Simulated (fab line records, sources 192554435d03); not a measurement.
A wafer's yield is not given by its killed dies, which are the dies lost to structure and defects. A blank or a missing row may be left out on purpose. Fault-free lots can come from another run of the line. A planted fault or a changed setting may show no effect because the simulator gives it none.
Matching of chambers    flow n5Finfet    aldMetal-04 running N5_BEOL_M7_ALD_77: 4 sister chambers
The step deposits TaN, target thk 2 nm, pulse time 2 s, purge time 3 s. 14 wafers are shown with their chamber, then 7 later ones without.

== WAFERS, EACH WITH ITS CHAMBER ==
wafer   chamber  heaterPowerW (W)  chamberPressureTorr (Torr)  precursorVesselCarrierSccm (sccm)
L075.3  0        357               2.995                       1002.7
L075.4  3        410               2.996                       1000.5
L075.5  2        480               3.005                       1003.7
L077.1  1        457               2.999                       1000.4
L077.3  3        419               3.007                       996.2
L077.5  0        368               3.000                       998.4
L084.2  0        358               2.995                       998.7
L084.5  2        489               3.007                       996.6
L084.6  1        469               3.001                       995.4
L087.2  1        457               3.006                       995.1
L087.3  0        355               3.001                       1001.0
L087.6  0        354               2.993                       1003.6
L092.2  0        352               2.993                       995.9
L092.3  1        455               2.996                       1002.4

SIGNATURES (averages over the wafers above)
reading                     chamber 0  chamber 1  chamber 2  chamber 3  scatter within a chamber
heaterPowerW                357.33     459.50     484.50     414.50     6.03
chamberPressureTorr         2.99617    3.00050    3.00600    3.00150    0.0042
precursorVesselCarrierSccm  1000.050   998.325    1000.150   998.350    3.41
Rule: a wafer lies at a distance from a chamber equal to the root of the sum of squares, over the readings, of (its reading less the chamber's mean, divided by the reading's scatter). If the next closest chamber is less than 2 further off than the closest, the wafer can't be placed; otherwise it belongs to the closest. How the scatter is found: for the shown wafers, subtract from each reading the mean of its chamber, square and add these, divide the total by (wafers less chambers), then take the root.

== WAFERS WITH NO CHAMBER GIVEN ==
wafer   heaterPowerW (W)  chamberPressureTorr (Torr)  precursorVesselCarrierSccm (sccm)
L092.6  352               2.995                       1000.1
L091.1  464               2.987                       996.1
L091.2  484               2.990                       998.8
L091.3  346               3.000                       1003.0
L096.2  493               3.007                       998.9
L096.5  408               3.005                       1000.9
L096.6  507               2.997                       994.7

== EACH ONE'S CHAMBER ==
wafer   from the rows above      in truth
L092.6  0                        0
L091.1  1                        1
L091.2  can't be placed: 2 or 1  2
L091.3  0                        0
L096.2  2                        2
L096.5  3                        3
L096.6  2                        2
Correctly placed: 6 of 7. Unplaceable from these rows: 1, with the true chamber sitting among the candidates in 1. 0 placed wrongly.
